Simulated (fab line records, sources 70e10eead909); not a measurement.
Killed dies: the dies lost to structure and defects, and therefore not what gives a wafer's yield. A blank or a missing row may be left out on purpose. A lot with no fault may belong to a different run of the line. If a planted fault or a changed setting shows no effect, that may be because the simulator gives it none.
Chamber matching || flow nandHarc || rieDiel-05 running NHARC_A_CONTACT_ETCH_88: 4 sister chambers
The step etches the open film in CF4, target depth 39 nm, time 65 s. 20 wafers are shown with their chamber, then 9 later ones without.

== WAFERS, EACH WITH ITS CHAMBER ==
{"wafer": "L247.1", "chamber": 2, "showerheadPlenumPTorr (Torr)": 1.66, "drypumpMotorCurrentA (A)": 5.1, "rfVppV (V)": 150.3}
{"wafer": "L247.3", "chamber": 0, "showerheadPlenumPTorr (Torr)": 1.90, "drypumpMotorCurrentA (A)": 6.0, "rfVppV (V)": 151.6}
{"wafer": "L247.6", "chamber": 3, "showerheadPlenumPTorr (Torr)": 1.73, "drypumpMotorCurrentA (A)": 5.4, "rfVppV (V)": 151.3}
{"wafer": "L250.1", "chamber": 1, "showerheadPlenumPTorr (Torr)": 1.90, "drypumpMotorCurrentA (A)": 6.2, "rfVppV (V)": 152.5}
{"wafer": "L250.2", "chamber": 3, "showerheadPlenumPTorr (Torr)": 1.73, "drypumpMotorCurrentA (A)": 5.4, "rfVppV (V)": 149.8}
{"wafer": "L250.3", "chamber": 0, "showerheadPlenumPTorr (Torr)": 1.90, "drypumpMotorCurrentA (A)": 6.0, "rfVppV (V)": 152.0}
{"wafer": "L251.2", "chamber": 0, "showerheadPlenumPTorr (Torr)": 1.90, "drypumpMotorCurrentA (A)": 6.0, "rfVppV (V)": 152.4}
{"wafer": "L251.4", "chamber": 2, "showerheadPlenumPTorr (Torr)": 1.66, "drypumpMotorCurrentA (A)": 5.1, "rfVppV (V)": 150.9}
{"wafer": "L251.6", "chamber": 1, "showerheadPlenumPTorr (Torr)": 1.90, "drypumpMotorCurrentA (A)": 6.2, "rfVppV (V)": 153.3}
{"wafer": "L253.1", "chamber": 2, "showerheadPlenumPTorr (Torr)": 1.66, "drypumpMotorCurrentA (A)": 5.1, "rfVppV (V)": 150.3}
{"wafer": "L253.3", "chamber": 1, "showerheadPlenumPTorr (Torr)": 1.90, "drypumpMotorCurrentA (A)": 6.2, "rfVppV (V)": 153.4}
{"wafer": "L253.6", "chamber": 0, "showerheadPlenumPTorr (Torr)": 1.90, "drypumpMotorCurrentA (A)": 6.0, "rfVppV (V)": 153.9}
{"wafer": "L255.2", "chamber": 2, "showerheadPlenumPTorr (Torr)": 1.66, "drypumpMotorCurrentA (A)": 5.2, "rfVppV (V)": 149.7}
{"wafer": "L255.4", "chamber": 1, "showerheadPlenumPTorr (Torr)": 1.90, "drypumpMotorCurrentA (A)": 6.2, "rfVppV (V)": 152.9}
{"wafer": "L255.6", "chamber": 1, "showerheadPlenumPTorr (Torr)": 1.90, "drypumpMotorCurrentA (A)": 6.2, "rfVppV (V)": 153.0}
{"wafer": "L256.1", "chamber": 3, "showerheadPlenumPTorr (Torr)": 1.73, "drypumpMotorCurrentA (A)": 5.4, "rfVppV (V)": 151.8}
{"wafer": "L256.3", "chamber": 0, "showerheadPlenumPTorr (Torr)": 1.90, "drypumpMotorCurrentA (A)": 6.0, "rfVppV (V)": 153.8}
{"wafer": "L256.4", "chamber": 2, "showerheadPlenumPTorr (Torr)": 1.66, "drypumpMotorCurrentA (A)": 5.2, "rfVppV (V)": 149.0}
{"wafer": "L260.1", "chamber": 2, "showerheadPlenumPTorr (Torr)": 1.65, "drypumpMotorCurrentA (A)": 5.2, "rfVppV (V)": 149.6}
{"wafer": "L260.3", "chamber": 3, "showerheadPlenumPTorr (Torr)": 1.72, "drypumpMotorCurrentA (A)": 5.4, "rfVppV (V)": 149.7}

SIGNATURES, as means of the wafers listed above
{"reading": "showerheadPlenumPTorr", "chamber 0": 1.9000, "chamber 1": 1.9000, "chamber 2": 1.6583, "chamber 3": 1.7275, "scatter within a chamber": 0.00315}
{"reading": "drypumpMotorCurrentA", "chamber 0": 6.000, "chamber 1": 6.200, "chamber 2": 5.150, "chamber 3": 5.400, "scatter within a chamber": 0.0306}
{"reading": "rfVppV", "chamber 0": 152.740, "chamber 1": 153.020, "chamber 2": 149.967, "chamber 3": 150.650, "scatter within a chamber": 0.812}
Rule: a wafer's distance from a chamber is the root of the sum, over the readings, of the square of ((its reading less the chamber's mean) divided by the reading's scatter). The wafer belongs to the nearest chamber; if the next one is less than 2 further off, it can't be placed. How the scatter is found: for the shown wafers, subtract from each reading the mean of its chamber, square and add these, divide the total by (wafers less chambers), then take the root.

== WAFERS WHOSE CHAMBER IS MISSING ==
{"wafer": "L260.6", "showerheadPlenumPTorr (Torr)": 1.90, "drypumpMotorCurrentA (A)": 6.2, "rfVppV (V)": 152.7}
{"wafer": "L262.3", "showerheadPlenumPTorr (Torr)": 1.65, "drypumpMotorCurrentA (A)": 5.2, "rfVppV (V)": 149.7}
{"wafer": "L262.5", "showerheadPlenumPTorr (Torr)": 1.65, "drypumpMotorCurrentA (A)": 5.2, "rfVppV (V)": 150.4}
{"wafer": "L262.6", "showerheadPlenumPTorr (Torr)": 1.90, "drypumpMotorCurrentA (A)": 6.2, "rfVppV (V)": 152.1}
{"wafer": "L263.2", "showerheadPlenumPTorr (Torr)": 1.90, "drypumpMotorCurrentA (A)": 6.2, "rfVppV (V)": 153.3}
{"wafer": "L263.3", "showerheadPlenumPTorr (Torr)": 1.89, "drypumpMotorCurrentA (A)": 6.0, "rfVppV (V)": 153.5}
{"wafer": "L263.4", "showerheadPlenumPTorr (Torr)": 1.65, "drypumpMotorCurrentA (A)": 5.2, "rfVppV (V)": 150.2}
{"wafer": "L266.1", "showerheadPlenumPTorr (Torr)": 1.89, "drypumpMotorCurrentA (A)": 6.0, "rfVppV (V)": 152.8}
{"wafer": "L266.6", "showerheadPlenumPTorr (Torr)": 1.89, "drypumpMotorCurrentA (A)": 6.0, "rfVppV (V)": 152.8}

== EACH ONE'S CHAMBER ==
{"wafer": "L260.6", "from the rows above": 1, "in truth": 1}
{"wafer": "L262.3", "from the rows above": 2, "in truth": 2}
{"wafer": "L262.5", "from the rows above": 2, "in truth": 2}
{"wafer": "L262.6", "from the rows above": 1, "in truth": 1}
{"wafer": "L263.2", "from the rows above": 1, "in truth": 1}
{"wafer": "L263.3", "from the rows above": 0, "in truth": 0}
{"wafer": "L263.4", "from the rows above": 2, "in truth": 2}
{"wafer": "L266.1", "from the rows above": 0, "in truth": 0}
{"wafer": "L266.6", "from the rows above": 0, "in truth": 0}
9 of 9 placed correctly. Can't be placed from these rows: 0. Wrongly placed: 0.
